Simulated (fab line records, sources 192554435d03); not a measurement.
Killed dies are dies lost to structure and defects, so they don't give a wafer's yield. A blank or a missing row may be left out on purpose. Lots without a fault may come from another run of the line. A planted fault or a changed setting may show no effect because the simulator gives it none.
Problem report in the 8D (eight disciplines) form, filled by code | flow n5_finfet | the parts of the form that need people (team, actions taken, sign-off) are left out

1. THE PROBLEM
plate_temp_C at N5_BEOL_M15_COAT_56 reads a mean of 258.16 C on 6 wafers of 2 lots; wafers without a fault read 250.00 C with a standard deviation of 0.18. That is +45 standard deviations from the usual mean.
The step: time 60 s, resist thk 550 nm.
First seen on wafer L974.1, day 15 08:04, on litho_track-03. The record holds 33 wafers of 11 lots with a number at this step. Rule for "out", or "out of limits": more than 4 standard deviations from the usual mean. The other wafers with a number count as sound.

2. WHAT IT IS AND WHAT IT IS NOT
question                    | is                                 | is not
which readings at this step | plate_temp_C, heater_power_total_W | chill_plate_temp_C
which lots                  | L974, L975                         | L960, L961, L962, L964, L965, L968, L978, L980, L982
which wafers of those lots  | all that have a number             | -
read on which tools         | litho_track-03                     | litho_track-04, litho_track-05
when                        | from day 15 08:04                  | up to then (18 sound wafers); but 9 sound wafers of L978, L980, L982 came after

3. SUSPECTS, AND WHAT RULES EACH OUT
Counting: a tool at a process step up to the reading stays a suspect if it ran every lot that is out and no sound lot after the first of them.
- litho_track-03 at N5_BEOL_M15_COAT_56 (time 60 s, resist thk 550 nm): kept. It ran every lot that is out, first L974 (day 15 08:04), and no sound lot after that; its last sound lot up to then is L968 (day 13 14:25). Its own readings are out on those wafers: heater_power_total_W, plate_temp_C.
Left after counting: litho_track-03 at N5_BEOL_M15_COAT_56.

4. THE CAUSE (what the simulator had put in)
Process parameter drift: litho_track-03, from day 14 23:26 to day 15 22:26, at N5_BEOL_M15_COAT_56. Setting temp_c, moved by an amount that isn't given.
Counting left only this tool.

5. THE CHAIN OF EFFECTS, in route order
Each row: a reading whose mean over the struck wafers that have a number lies more than 3 standard deviations from the usual. Only readings for which the record gives a usual standard deviation are gone through. hours: the time from each lot's start at the first step in this table that gives one to its start at this step, as a median over the lots. sigmas: the change in usual standard deviations.
hours | step                | reading              | usual    | on struck wafers | change | sigmas
0     | N5_BEOL_M15_COAT_56 | heater_power_total_W | 500.4 W  | 520.7            | +20.3  | +11
0     | N5_BEOL_M15_COAT_56 | plate_temp_C         | 250.00 C | 258.16           | +8.16  | +45
The process steps in it:
- N5_BEOL_M15_COAT_56: time 60 s, resist thk 550 nm.
Later measuring or inspecting steps at which every struck wafer that the step has a row for has a number for every such reading, and none has moved that far: N5_BEOL_M15_INSPECT_30.

6. WHAT WOULD HAVE CAUGHT IT SOONER
In this record the first reading out of limits was taken at day 15 08:04, 9 hours after the fault began at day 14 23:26.
